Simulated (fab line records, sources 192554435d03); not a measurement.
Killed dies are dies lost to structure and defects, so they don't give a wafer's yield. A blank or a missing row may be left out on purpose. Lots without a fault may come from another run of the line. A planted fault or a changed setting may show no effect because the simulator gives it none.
Which tool did it? | flow n5_finfet | 24 lots, 72 wafers sampled, at 5 steps of a route of 1938

WHAT THE GAUGES READ, wafer by wafer
N5_GATE_CUT_THK_MEAS_24. Usual: GC_FILL_THK 219.6 nm, standard deviation 2.1.
lot  | measured     | on            | GC_FILL_THK (nm)  | flag
L074 | day 4 12:23  | film_metro-01 | 220.3 226.0 224.1 |
L075 | day 5 00:02  | film_metro-02 | 217.1 218.8 216.8 |
L077 | day 5 09:55  | film_metro-01 | 220.3 215.6 219.0 |
L076 | day 5 11:11  | film_metro-01 | 219.5 218.2 219.4 |
L078 | day 5 16:01  | film_metro-02 | 216.6 218.9 219.3 |
L079 | day 5 23:17  | film_metro-02 | 217.5 218.9 216.8 |
L080 | day 6 05:31  | film_metro-01 | 219.0 220.2 220.0 |
L081 | day 6 07:05  | film_metro-02 | 217.8 221.4 222.7 |
L082 | day 6 14:39  | film_metro-01 | 218.4 216.4 221.8 |
L083 | day 6 20:04  | film_metro-02 | 219.3 219.1 217.0 |
L084 | day 7 02:54  | film_metro-01 | 216.5 218.1 221.6 |
L085 | day 7 09:01  | film_metro-02 | 219.8 220.8 221.2 |
L086 | day 7 21:01  | film_metro-02 | 221.2 219.5 222.5 |
L087 | day 7 21:41  | film_metro-02 | 220.5 218.8 223.6 |
L088 | day 8 04:13  | film_metro-02 | 221.2 224.3 221.4 |
L089 | day 8 06:40  | film_metro-02 | 213.5 218.5 221.0 |
L091 | day 8 21:04  | film_metro-01 | 218.1 222.0 221.0 |
L090 | day 8 21:47  | film_metro-02 | 218.3 218.9 220.4 |
L092 | day 9 07:29  | film_metro-02 | 220.0 221.3 222.4 |
L093 | day 9 18:13  | film_metro-01 | 219.4 219.7 217.4 |
L094 | day 9 21:17  | film_metro-01 | 219.2 218.4 217.4 |
L095 | day 10 00:40 | film_metro-01 | 216.2 217.7 219.2 |
L096 | day 10 09:59 | film_metro-01 | 218.6 223.6 219.0 |
L097 | day 10 14:25 | film_metro-01 | 218.9 222.1 222.4 |

N5_MOL_CONTACT_COAG_OVL_MEAS_09. Usual: CA_OVL -0.6 nm, standard deviation 0.66.
lot  | measured     | on         | CA_OVL (nm)    | flag
L074 | day 4 13:35  | overlay-01 | -0.7 -1.0 -1.2 |
L075 | day 5 01:14  | overlay-02 | 0.1 0.4 0.7    |
L077 | day 5 11:07  | overlay-02 | -0.9 0.0 -0.9  |
L076 | day 5 12:16  | overlay-02 | -1.3 -0.5 -1.0 |
L078 | day 5 17:06  | overlay-02 | -0.7 -0.2 0.1  |
L079 | day 6 00:21  | overlay-02 | 0.0 -0.5 -0.5  |
L080 | day 6 06:35  | overlay-01 | 0.1 0.1 -0.3   |
L081 | day 6 08:09  | overlay-01 | -0.9 -0.9 -0.5 |
L082 | day 6 15:43  | overlay-02 | -0.9 -0.6 -0.7 |
L083 | day 6 21:23  | overlay-01 | -1.2 -0.3 0.0  |
L084 | day 7 03:59  | overlay-02 | 0.5 -0.2 -0.2  |
L085 | day 7 10:06  | overlay-01 | -1.2 -1.3 -1.4 |
L086 | day 7 22:08  | overlay-01 | -1.1 0.0 -1.5  |
L087 | day 7 22:53  | overlay-02 | -0.8 0.2 -0.3  |
L088 | day 8 05:25  | overlay-01 | -0.4 -0.8 -1.9 |
L089 | day 8 07:44  | overlay-01 | -1.1 0.1 -1.2  |
L091 | day 8 22:09  | overlay-01 | -0.7 -0.6 -0.2 |
L090 | day 8 22:59  | overlay-01 | 0.1 0.0 0.6    |
L092 | day 9 08:41  | overlay-01 | -0.3 0.4 -0.9  |
L093 | day 9 19:26  | overlay-01 | -0.1 0.9 0.7   |
L094 | day 9 22:21  | overlay-02 | 0.7 0.4 -0.9   |
L095 | day 10 01:44 | overlay-02 | -1.3 -1.7 -1.1 |
L096 | day 10 11:14 | overlay-01 | -1.4 -1.2 -1.6 |
L097 | day 10 16:44 | overlay-01 | 0.4 -0.7 -0.3  |

N5_MOL_CONTACT_COAG_INSPECT_10: inspects for defects (brightfield). Usual: raw_defect_count 90, standard deviation 43.
lot  | measured     | on                | raw_defect_count | flag
L074 | day 4 13:39  | defect_inspect-02 | 61 25 34         |
L075 | day 5 01:17  | defect_inspect-01 | 79 105 129       |
L077 | day 5 11:10  | defect_inspect-01 | 144 130 217      |
L076 | day 5 12:19  | defect_inspect-02 | 90 107 138       |
L078 | day 5 17:09  | defect_inspect-02 | 57 47 72         |
L079 | day 6 00:25  | defect_inspect-01 | 55 54 53         |
L080 | day 6 06:38  | defect_inspect-02 | 123 132 113      |
L081 | day 6 08:13  | defect_inspect-01 | 77 129 121       |
L082 | day 6 15:47  | defect_inspect-02 | 64 75 75         |
L083 | day 6 21:26  | defect_inspect-02 | 127 106 61       |
L084 | day 7 04:02  | defect_inspect-01 | 33 61 56         |
L085 | day 7 10:08  | defect_inspect-01 | 109 117 65       |
L086 | day 7 22:11  | defect_inspect-01 | 124 222 232      |
L087 | day 7 22:56  | defect_inspect-02 | 80 49 53         |
L088 | day 8 05:28  | defect_inspect-02 | 79 66 82         |
L089 | day 8 07:48  | defect_inspect-02 | 138 99 67        |
L091 | day 8 22:12  | defect_inspect-02 | 70 58 54         |
L090 | day 8 23:02  | defect_inspect-01 | 54 44 49         |
L092 | day 9 08:44  | defect_inspect-02 | 118 107 166      |
L093 | day 9 19:29  | defect_inspect-02 | 90 100 90        |
L094 | day 9 22:25  | defect_inspect-02 | 120 204 161      |
L095 | day 10 01:47 | defect_inspect-01 | 46 43 62         |
L096 | day 10 11:18 | defect_inspect-02 | 95 87 76         |
L097 | day 10 16:47 | defect_inspect-01 | 62 95 92         |

WHICH TOOL RAN EACH LOT (tool, then ch and the chambers of the sampled wafers, then the start)
lot  | N5_GATE_CUT_VAPOR_ETCH_51         | N5_GATE_CUT_STRIP_21
L074 | rie_metal-03 ch 1, day 4 10:19    | plasma_asher-01 ch 0,1, day 4 10:22
L075 | rie_metal-02 ch 0,1, day 4 22:02  | plasma_asher-02 ch 0,1, day 4 22:05
L077 | rie_metal-03 ch 0,1, day 5 07:56  | plasma_asher-01 ch 0,1, day 5 07:59
L076 | rie_metal-01 ch 0,1, day 5 08:54  | plasma_asher-02 ch 1, day 5 08:57
L078 | rie_metal-02 ch 0,1, day 5 13:55  | plasma_asher-01 ch 0, day 5 14:05
L079 | rie_metal-02 ch 0,1, day 5 21:09  | plasma_asher-02 ch 0,1, day 5 21:12
L080 | rie_metal-01 ch 0,1, day 6 01:49  | plasma_asher-01 ch 0,1, day 6 01:52
L081 | rie_metal-03 ch 0,1, day 6 05:05  | plasma_asher-02 ch 0,1, day 6 05:08
L082 | rie_metal-01 ch 0,1, day 6 12:40  | plasma_asher-01 ch 0,1, day 6 12:43
L083 | rie_metal-02 ch 0,1, day 6 18:05  | plasma_asher-02 ch 0,1, day 6 18:08
L084 | rie_metal-01 ch 0,1, day 7 00:52  | plasma_asher-01 ch 0, day 7 00:58
L085 | rie_metal-02 ch 0,1, day 7 06:32  | plasma_asher-02 ch 0,1, day 7 06:36
L086 | rie_metal-02 ch 0,1, day 7 19:02  | plasma_asher-01 ch 0,1, day 7 19:05
L087 | rie_metal-03 ch 0,1, day 7 19:37  | plasma_asher-01 ch 0,1, day 7 19:40
L088 | rie_metal-01 ch 0,1, day 8 02:00  | plasma_asher-02 ch 0,1, day 8 02:03
L089 | rie_metal-03 ch 0,1, day 8 04:41  | plasma_asher-01 ch 0,1, day 8 04:44
L091 | rie_metal-03 ch 0,1, day 8 18:47  | plasma_asher-02 ch 0,1, day 8 18:52
L090 | rie_metal-01 ch 0,1, day 8 19:48  | plasma_asher-01 ch 1, day 8 19:51
L092 | rie_metal-01 ch 0,1, day 9 05:30  | plasma_asher-02 ch 0,1, day 9 05:34
L093 | rie_metal-01 ch 0,1, day 9 15:19  | plasma_asher-01 ch 0,1, day 9 15:23
L094 | rie_metal-03 ch 0,1, day 9 19:17  | plasma_asher-02 ch 0,1, day 9 19:20
L095 | rie_metal-03 ch 0,1, day 9 22:40  | plasma_asher-01 ch 0,1, day 9 22:43
L096 | rie_metal-01 ch 0,1, day 10 08:01 | plasma_asher-02 ch 0,1, day 10 08:04
L097 | rie_metal-02 ch 1, day 10 12:07   | plasma_asher-02 ch 0,1, day 10 12:11
- N5_GATE_CUT_VAPOR_ETCH_51: etches HfO2 in BCl3/Cl2.
- N5_GATE_CUT_STRIP_21: strips in N2/H2, time 30 s.

WHAT THE TOOLS THEMSELVES READ (means of the sampled wafers that have a number; where no wafer has one, the mark that the record gives instead)
N5_GATE_CUT_VAPOR_ETCH_51. Usual: drypump_motor_current_A 5.9 A, standard deviation 0.41; oes_product_au 0.78 a.u., standard deviation 0.083.
lot  | tool         | drypump_motor_current_A (A) | oes_product_au (a.u.) | flag
L074 | rie_metal-03 | 5.9                         | 0.82                  |
L075 | rie_metal-02 | 5.5                         | 0.76                  |
L077 | rie_metal-03 | 6.4                         | 0.86                  |
L076 | rie_metal-01 | 6.0                         | 0.75                  |
L078 | rie_metal-02 | 5.5                         | 0.76                  |
L079 | rie_metal-02 | 5.5                         | 0.76                  |
L080 | rie_metal-01 | 5.8                         | 0.81                  |
L081 | rie_metal-03 | 6.4                         | 0.85                  |
L082 | rie_metal-01 | 5.8                         | 0.82                  |
L083 | rie_metal-02 | 5.5                         | 0.72                  |
L084 | rie_metal-01 | 5.8                         | 0.80                  |
L085 | rie_metal-02 | 5.4                         | 0.72                  |
L086 | rie_metal-02 | 5.5                         | 0.74                  |
L087 | rie_metal-03 | 6.1                         | 0.82                  |
L088 | rie_metal-01 | 5.8                         | 0.79                  |
L089 | rie_metal-03 | 6.4                         | 0.84                  |
L091 | rie_metal-03 | 6.2                         | 0.82                  |
L090 | rie_metal-01 | 5.9                         | 0.79                  |
L092 | rie_metal-01 | 6.0                         | 0.72                  |
L093 | rie_metal-01 | 6.0                         | 0.71                  |
L094 | rie_metal-03 | 6.4                         | 0.84                  |
L095 | rie_metal-03 | 6.4                         | 0.84                  |
L096 | rie_metal-01 | 5.8                         | 0.78                  |
L097 | rie_metal-02 | 5.4                         | 0.68                  |

N5_GATE_CUT_STRIP_21. Usual: drypump_motor_current_A 5.9 A, standard deviation 0.31; heater_power_w 351 W, standard deviation 34.
lot  | tool            | drypump_motor_current_A (A) | heater_power_w (W) | flag
L074 | plasma_asher-01 | 5.8                         | 380                |
L075 | plasma_asher-02 | 6.1                         | 341                |
L077 | plasma_asher-01 | 5.8                         | 379                |
L076 | plasma_asher-02 | 5.8                         | 304                |
L078 | plasma_asher-01 | 6.0                         | 395                |
L079 | plasma_asher-02 | 6.1                         | 340                |
L080 | plasma_asher-01 | 5.6                         | 356                |
L081 | plasma_asher-02 | 6.0                         | 326                |
L082 | plasma_asher-01 | 5.8                         | 374                |
L083 | plasma_asher-02 | 6.0                         | 331                |
L084 | plasma_asher-01 | 6.0                         | 402                |
L085 | plasma_asher-02 | 6.1                         | 344                |
L086 | plasma_asher-01 | 5.8                         | 380                |
L087 | plasma_asher-01 | 5.6                         | 358                |
L088 | plasma_asher-02 | 6.0                         | 329                |
L089 | plasma_asher-01 | 5.6                         | 353                |
L091 | plasma_asher-02 | 6.1                         | 345                |
L090 | plasma_asher-01 | 5.5                         | 329                |
L092 | plasma_asher-02 | 6.1                         | 347                |
L093 | plasma_asher-01 | 5.6                         | 353                |
L094 | plasma_asher-02 | 6.1                         | 345                |
L095 | plasma_asher-01 | 5.8                         | 376                |
L096 | plasma_asher-02 | 6.1                         | 346                |
L097 | plasma_asher-02 | 6.0                         | 327                |

THE ANSWER, worked out from the rows above alone
Rule: a lot is off if the mean of its wafers that have a number lies more than 3 standard deviations from the usual mean. A lot without any number at a reading at which 4 lots or more have one is off too. The other lots that the step has rows for count as sound. The gauges are gone through in route order, then the tools' own readings, and for those a lot's mean is taken as printed above. The first step at which some lot is off is used, and at that step the reading that is off furthest; a lot without a number counts as furthest.
No lot is off at any reading shown: from this, nothing can be told.

WHAT THE SIMULATOR HAD PUT IN
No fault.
